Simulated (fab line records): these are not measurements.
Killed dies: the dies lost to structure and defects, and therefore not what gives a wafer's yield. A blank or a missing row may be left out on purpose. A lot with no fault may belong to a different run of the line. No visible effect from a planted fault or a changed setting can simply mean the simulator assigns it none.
Chamber matching ; flow n5-finfet ; 4 sister chambers for N5_DUMMY_GATE_ETCH_44 on rie-si-05
The step etches poly-Si in HBr/O2, stops on SiO2, target depth 127.5 nm. 4 wafers are shown with their chamber, then 8 later ones without.

== WAFERS WITH THEIR CHAMBER ==
wafer;chamber;drypump-motor-current-A (A)
L078.5;3;5.6
L082.3;0;6.4
L082.4;2;5.6
L088.1;1;6.4

== WAFERS WHOSE CHAMBER IS MISSING ==
wafer;drypump-motor-current-A (A)
L088.5;5.7
L088.6;6.4
L092.1;5.7
L092.4;5.6
L092.6;5.6
L094.1;5.6
L094.5;6.4
L094.6;6.4

== CHAMBER TAKEN BY EACH ==
wafer;from the rows above;in truth
L088.5;can't be placed: 2 or 3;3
L088.6;can't be placed: 0 or 1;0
L092.1;can't be placed: 2 or 3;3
L092.4;can't be placed: 2 or 3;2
L092.6;can't be placed: 2 or 3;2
L094.1;can't be placed: 2 or 3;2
L094.5;can't be placed: 0 or 1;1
L094.6;can't be placed: 0 or 1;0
0 of 8 placed correctly. Can't be placed from these rows: 8 (the true chamber is among the candidates in 8). Wrongly placed: 0.
How it was worked out, from the rows above alone: a wafer's distance from a chamber is the root of the sum, over the readings, of the square of ((its reading less the chamber's mean) divided by the reading's scatter). The wafer belongs to the nearest chamber; if the next one is less than 2 further off, it can't be placed. The mean given for a chamber averages the wafers shown for that chamber. The scatter (one wafer shown for each chamber): square how far every hidden wafer sits from the nearest shown wafer, average those squares and take the square root.
